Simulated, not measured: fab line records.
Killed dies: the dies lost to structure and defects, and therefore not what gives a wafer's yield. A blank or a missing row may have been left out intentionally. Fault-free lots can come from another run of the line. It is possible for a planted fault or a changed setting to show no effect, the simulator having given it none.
fab line records -- flow n5Finfet
[record] lots = 6, wafers = 17, lastDay = 16
route steps=1938 shown WELL_APT@21 BEOL_M4@1111 PASSIVATION@1936
lots untouched by any fault: they come from a run of this same line in which no faults occurred
startH: hours from the record's opening day to when the first of the lot's shown wafers began -- waitH: hours since the lot's step before -- " as in the row above -- L1.1+2: several wafers, shown together as one row -- - value missing, or start not given -- * or withheld: withheld -- < > ~ a bound
route shown NAME@n: a module of which the file shows steps, and the number in the route of the first -- usual: mean/standard deviation of fault-free wafers -- same: alike in all rows -- chamber/n: place in a boat -- sites: readings site by site -- _std_site: their standard deviation -- _edge_site: mean of outer sites minus mean of inner sites -- radiusMm: how far each site lies from the wafer's centre -- mask NAME#n: copy n -- behind: the tool/chamber that last shaped the wafer -- hold: the reason the lot was held/the length of the hold in hours/how it ended -- device: the transistor (n, p or np) that didn't switch -- end of line: the route-end tests of the same wafers -- a step given without rows: its recipe and nothing more -- killed: dies lost to structure and defects at the first sort, not the wafer's yield -- map: a wafer's dies, marking killed ones x, the rest . and places with no die _
set.NAME: the setting the step ran with; set.NAME@STEP: the setting that earlier step ran with -- model.NAME: the simulator's own value behind a step, which no gauge read
a table for each step, a row for each wafer; lots at some steps of the route
services: when a tool's chamber went out of use (startH, in hours from the record's first day, below 0 if earlier), for how many hours, and the reason
[[steps]]
[step N5_WELL_APT_COAT_02]
[recipe] spinRpm = 1357, resistThkNm = 950
[step N5_WELL_APT_EBR_04]
[recipe] solvent = PGMEA, ebrWidthMm = 1.5
[step N5_WELL_APT_SOFTBAKE_03]
[recipe] tempC = 130, timeS = 60
[step N5_WELL_APT_EXPOSE_05]
[recipe] maskId = NWELL, na = 0.8, sourceShape = conventional, sigmaOuter = 0.8, polarization = unpolarized, defocusNm = 0, targetCdNm = 200, doseMj = 20.3
[step N5_WELL_APT_PEB_06]
[recipe] pebTempC = 130, pebTimeS = 90
[step N5_WELL_APT_DEVELOP_07]
[recipe] developTimeS = 45, rinseLiquid = surfactantRinse, dry = airSpin, devTempC = 21
[step N5_WELL_APT_HARDBAKE_12]
[recipe] tempC = 130, timeS = 120
[step N5_WELL_APT_CD_MEAS_08]
[recipe] targetCdNm = 200, landingEnergyEv = 500, detector = seInlens
[usual] cdNm = 199.3/1.4
lot.wafer,tool,chamber,startH,waitH,cdNm
L593.1,cdSem-02,0,19.60,-,199.9
L593.2,cdSem-02,0,19.60,-,198.0
L593.4,cdSem-02,0,19.60,-,198.5
L597.1,cdSem-03,0,43.87,-,198.1
L597.2,cdSem-03,0,43.87,-,196.2
L597.4,cdSem-03,0,43.87,-,200.0
L602.1,cdSem-03,0,74.30,-,198.4
L602.2,cdSem-03,0,74.30,-,199.0
L602.6,cdSem-03,0,74.30,-,200.3
L604.3,cdSem-01,0,85.75,-,199.8
L604.5,cdSem-01,0,85.75,-,199.7
L604.6,cdSem-01,0,85.75,-,197.3
L613.1,cdSem-01,0,139.81,-,196.7
L613.5,cdSem-01,0,139.81,-,197.9
L614.1,cdSem-01,0,145.70,-,198.7
L614.5,cdSem-01,0,145.70,-,198.1
L614.6,cdSem-01,0,145.70,-,198.3
[step N5_WELL_APT_OVL_MEAS_09]
[recipe] pointsPerWafer = 44
[usual] NWELL_OVL = -1/5.2
lot.wafer,tool,chamber,startH,waitH,NWELL_OVL[nm]
L593.1,overlay-01,0,19.64,0.0,-2
L593.2,overlay-01,0,19.64,0.0,-7
L593.4,overlay-01,0,19.64,0.0,-8
L597.1,overlay-01,0,43.90,0.0,5
L597.2,overlay-01,0,43.90,0.0,1
L597.4,overlay-01,0,43.90,0.0,-3
L602.1,overlay-02,0,74.33,0.0,5
L602.2,overlay-02,0,74.33,0.0,-4
L602.6,overlay-02,0,74.33,0.0,2
L604.3,overlay-01,0,85.78,0.0,0
L604.5,overlay-01,0,85.78,0.0,5
L604.6,overlay-01,0,85.78,0.0,3
L613.1,overlay-01,0,139.84,0.0,-14
L613.5,overlay-01,0,139.84,0.0,-5
L614.1,overlay-02,0,145.73,0.0,-3
L614.5,overlay-02,0,145.73,0.0,2
L614.6,overlay-02,0,145.73,0.0,-4
[step N5_WELL_APT_INSPECT_10]
[recipe] mode = adi, inspectInstrument = macro
[usual] rawDefectCount = 2.0/1.4
lot.wafer,tool,chamber,startH,waitH,rawDefectCount
L593.1,defectInspect-01,-,19.66,0.0,2
L593.2,defectInspect-01,-,19.66,0.0,2
L593.4,defectInspect-01,-,19.66,0.0,1
L597.1,defectInspect-02,-,43.93,0.0,2
L597.2,defectInspect-02,-,43.93,0.0,0
L597.4,defectInspect-02,-,43.93,0.0,3
L602.1,defectInspect-01,-,74.35,0.0,0
L602.2,defectInspect-01,-,74.35,0.0,2
L602.6,defectInspect-01,-,74.35,0.0,1
L604.3,defectInspect-02,-,85.80,0.0,3
L604.5,defectInspect-02,-,85.80,0.0,1
L604.6,defectInspect-02,-,85.80,0.0,4
L613.1,defectInspect-02,-,139.86,0.0,2
L613.5,defectInspect-02,-,139.86,0.0,3
L614.1,defectInspect-01,-,145.75,0.0,7
L614.5,defectInspect-01,-,145.75,0.0,2
L614.6,defectInspect-01,-,145.75,0.0,1
[step N5_WELL_APT_DESCUM_13]
[recipe] chemistry = O2, timeS = 7.9, sourcePowerW = 50, biasPowerW = 20, pressureMtorr = 20, rfFrequencyHz = 2.712e+07, tempC = 40, o2FlowSccm = 225
[usual] drypumpMotorCurrentA = 5.8/0.37, oesProductAu = 0.77/0.089, rfFwdPowerW = 49.63/0.14, rfVppV = 243.1/1.4, showerheadPlenumPTorr = 2.09/0.064, throttleValvePct = 20.58/0.22
lot.wafer,tool,chamber,startH,waitH,drypumpMotorCurrentA,oesProductAu,rfFwdPowerW,rfHoursCounterH,rfVppV,showerheadPlenumPTorr,throttleValvePct
L593.1,rieDiel-04,2,19.75,0.1,6.4,0.79,49.53,125,241.4,2.01,20.24
L593.2,rieDiel-04,3,19.75,0.1,5.7,0.77,49.59,144,242.9,2.10,20.61
L593.4,rieDiel-04,2,19.75,0.1,6.4,0.78,49.40,-,240.8,2.01,20.26
L597.1,rieDiel-02,2,43.96,0.0,5.0,0.76,49.86,148,243.0,2.10,20.43
L597.2,rieDiel-02,3,43.96,0.0,5.7,0.94,49.70,11,246.8,2.25,20.46
L597.4,rieDiel-02,1,43.96,0.0,5.5,0.77,49.66,155,244.2,2.20,20.74
L602.1,rieDiel-06,0,74.39,0.0,6.0,0.68,49.68,230,244.7,2.14,20.47
L602.2,rieDiel-06,3,74.39,0.0,6.0,0.72,49.77,200,242.8,2.07,20.96
L602.6,rieDiel-06,2,74.39,0.0,5.3,0.74,49.79,-,241.3,2.00,20.60
L604.3,rieDiel-04,0,86.02,0.2,6.1,0.81,49.66,73,243.1,2.04,20.44
L604.5,rieDiel-04,3,86.02,0.2,5.6,0.75,49.56,-,243.1,2.09,20.66
L604.6,rieDiel-04,2,86.02,0.2,6.3,0.75,49.81,-,241.0,2.00,20.29
L613.1,rieDiel-04,0,140.23,0.4,6.1,0.80,49.67,94,242.8,2.03,20.48
L613.5,rieDiel-04,2,140.23,0.4,6.3,0.74,49.70,-,240.9,1.99,20.31
L614.1,rieDiel-06,2,145.78,0.0,5.3,0.71,49.89,197,241.6,1.99,20.63
L614.5,rieDiel-06,2,145.78,0.0,5.3,0.73,49.95,-,241.2,1.99,20.62
L614.6,rieDiel-06,3,145.78,0.0,5.9,0.69,49.59,-,242.1,2.06,21.00
[step N5_WELL_APT_IMPLANT_14]
[recipe] species = P, energyKev = 160, doseCm2 = 1.5e+13, tiltDeg = 0, rotationDeg = 0
[step N5_WELL_APT_IMPLANT_15]
[recipe] species = As, energyKev = 25, doseCm2 = 1.5e+13, tiltDeg = 0, rotationDeg = 0
[usual] beamEnergyKeV = 24.998/0.0086, tiltDeg = 0.002/0.02
lot.wafer,tool,chamber,startH,waitH,beamEnergyKeV,tiltDeg,model.implant.rpNm,model.implant.drpNm
L593.1,implanter-02,0,20.03,0.1,25.001,0.009,18.27,8.457
L593.2,implanter-02,0,20.03,0.1,24.999,-0.014,18.27,8.457
L593.4,implanter-02,0,20.03,0.1,24.999,-0.022,18.27,8.457
L597.1,implanter-01,0,44.24,0.1,24.994,-0.004,18.55,8.457
L597.2,implanter-01,0,44.24,0.1,25.004,0.011,18.55,8.457
L597.4,implanter-01,0,44.24,0.1,24.999,-0.005,18.55,8.457
L602.1,implanter-02,0,74.67,0.1,29.754,0.005,21.8,9.586
L602.2,implanter-02,0,74.67,0.1,29.751,0.007,21.8,9.586
L602.6,implanter-02,0,74.67,0.1,29.753,-0.039,21.8,9.586
L604.3,implanter-02,0,86.36,0.1,29.780,-0.014,21.56,9.586
L604.5,implanter-02,0,86.36,0.1,29.779,0.008,21.56,9.586
L604.6,implanter-02,0,86.36,0.1,29.774,0.015,21.56,9.586
L613.1,implanter-01,0,140.51,0.1,25.000,0.007,18.56,8.457
L613.5,implanter-01,0,140.51,0.1,25.001,0.019,18.56,8.457
L614.1,implanter-01,0,146.06,0.1,25.001,-0.012,18.89,8.457
L614.5,implanter-01,0,146.06,0.1,24.994,0.029,18.89,8.457
L614.6,implanter-01,0,146.06,0.1,24.990,0.020,18.89,8.457
[step N5_WELL_APT_STRIP_16]
[recipe] chemistry = SPM, timeS = 900, tempC = 130, h2so4H2o2VolRatio = 4, dry = ipaMarangoni
[step N5_BEOL_M4_RC_MEAS_101]
[usual] DIBL_N = 36.3/1.6, DIBL_P = 36.2/2.1, IOFF_N = 0.16/0.031, IOFF_P = 0.21/0.034, ION_N = 673/11, ION_P = 461/7.4, SS_N = 71.6/0.55, SS_P = 73.3/0.66, VT_N = 251/3.2, VT_P = -251/3.5
lot.wafer,tool,chamber,startH,waitH,DIBL_N[mV/V],DIBL_P[mV/V],IOFF_N[nA/um],IOFF_P[nA/um],ION_N[uA/um],ION_P[uA/um],SS_N[mV/dec],SS_P[mV/dec],VT_N[mV],VT_P[mV]
L593.1,prober-02,0,159.67,0.0,37.8,37.9,0.16,0.25,672,463,71.5,74.0,252,-251
L593.2,prober-02,0,159.67,0.0,36.7,35.6,0.15,0.21,667,468,71.0,73.7,249,-251
L593.4,prober-02,0,159.67,0.0,35.6,34.9,0.13,0.19,676,465,71.4,73.2,252,-254
L597.1,prober-01,0,188.14,0.0,34.7,34.4,0.14,0.20,676,468,71.4,72.9,250,-250
L597.2,prober-01,0,188.14,0.0,35.0,34.9,0.14,0.22,662,466,71.8,73.0,252,-247
L597.4,prober-01,0,188.14,0.0,35.2,35.1,0.14,0.21,667,464,71.1,73.3,253,-247
L602.1,prober-01,0,210.89,0.0,32.9,32.5,0.12,0.16,676,464,71.4,72.3,254,-253
L602.2,prober-01,0,210.89,0.0,35.5,35.4,0.14,0.19,675,462,71.1,73.2,255,-251
L602.6,prober-01,0,210.89,0.0,33.6,33.7,0.13,0.17,681,463,71.8,73.4,253,-254
L604.3,prober-02,0,229.59,0.3,35.2,37.5,0.15,0.21,655,455,71.7,74.1,251,-249
L604.5,prober-02,0,229.59,0.3,36.3,39.2,0.18,0.24,687,471,71.4,73.8,248,-247
L604.6,prober-02,0,229.59,0.3,35.2,37.2,0.15,0.20,667,457,71.0,73.1,248,-251
L613.1,prober-01,0,280.98,0.0,37.6,36.2,0.15,0.19,664,454,72.1,73.3,252,-252
L613.5,prober-01,0,280.98,0.0,36.0,35.4,0.13,0.19,661,454,72.1,73.5,254,-254
L614.1,prober-01,0,295.50,0.0,34.2,32.4,0.10,0.14,655,453,71.4,71.8,259,-256
L614.5,prober-01,0,295.50,0.0,38.0,36.4,0.15,0.20,663,455,72.2,73.5,251,-252
L614.6,prober-01,0,295.50,0.0,34.3,32.8,0.11,0.14,668,458,71.3,72.1,257,-257
[step N5_PASSIVATION_PROBE_49]
[usual] defectLimitedYield = 91.5/1.5, killed_at_M0_to_M3 = 32/9.4, killed_at_M4_up = 12/5.1, killedAtContacts = 11/7.4, killedAtFrontEnd = 41/11, killedAtOther = 3.4/2.5, killedDies = 100/17, killedOpen = 65/14, killedShort = 33/7, sort_bin_5_function = 4.9/0.96, sort_bin_6_memory = 3.1/0.7, sortNPass = 1080/17, sortYieldPct = 91.5/1.5
[same] grossDies = 1180, killedAtBackSide = 0, sort_bin_4_leakage[%] = 0, sort_bin_8_speed[%] = 0
lot.wafer,tool,chamber,startH,waitH,defectLimitedYield[%],killed_at_M0_to_M3,killed_at_M4_up,killedAtContacts,killedAtFrontEnd,killedAtOther,killedDies,killedOpen,killedShort,sort_bin_5_function[%],sort_bin_6_memory[%],sortNPass,sortYieldPct[%]
L613.1,prober-01,-,385.17,0.0,89.5,40,16,17,41,10,124,75,47,7.1,3.1,1056,89.5
// killed by level:class
L613.1 BEOL_M0_SAQP:geometricParticle:short=16 MOL_CONTACT_COAG:geometricParticle:open=13 BEOL_M0_SAQP:geometricParticle:open=10 STI_FIN_REVEAL:geometricParticle:open=7 FIN_SAQP:geometricParticle:short=6 FIN_SAQP:geometricParticle:open=6 DUMMY_GATE:geometricParticle:open=5 BEOL_M3:geometricParticle:open=5
[[services]]
tool,chamber,startH,hours,kind
rieDiel-04,1,-2.31,6.6,repair
implanter-02,-,7.00,1.3,repair
rieDiel-02,-,11.62,1.2,repair
rieDiel-04,1,15.08,-,clean
rieDiel-04,1,15.08,-,consumableReplace:focusRing
rieDiel-04,1,15.08,14.0,scheduledDown
rieDiel-04,1,15.08,14.0,ventCycle
implanter-01,-,17.77,3.6,repair
rieDiel-02,3,29.92,4.2,repair
rieDiel-04,0,35.51,9.4,repair
rieDiel-02,0,45.96,-,clean
rieDiel-02,0,45.96,-,consumableReplace:focusRing
rieDiel-02,0,45.96,15.2,scheduledDown
rieDiel-02,0,45.96,15.2,ventCycle
rieDiel-02,3,55.90,7.6,repair
rieDiel-02,0,75.70,2.6,repair
implanter-02,-,79.28,4.5,repair
rieDiel-06,2,87.77,25.7,repair
rieDiel-06,1,88.98,2.9,repair
rieDiel-02,3,89.46,1.7,repair
rieDiel-06,1,102.88,93.9,repair
rieDiel-04,3,109.30,9.0,repair
implanter-02,-,142.30,4.8,pm
[[key]]
[firstSign] step = N5_WELL_APT_IMPLANT_15, reading = beamEnergyKeV, direction = up, sigmas = 99+, usual = 24.998, struck = 29.765
effect none on later readings
[modelEffect] step = N5_WELL_APT_IMPLANT_15, value = implant.rpNm, without = 19.01, struck = 21.68
metAt N5_WELL_APT_IMPLANT_15
struckWafers L602.1,L602.2,L602.6,L604.3,L604.5,L604.6
onsetBetween 20.03 74.67
[fault] kind = processParameterDrift, tool = implanter-02, chamber = -, onsetH = 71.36, steps = N5_WELL_APT_IMPLANT_15, channel = energyKev, offset = 4.7659, shape = step, endH = 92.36, actsIn = theseRecipesOnly, stated = 25
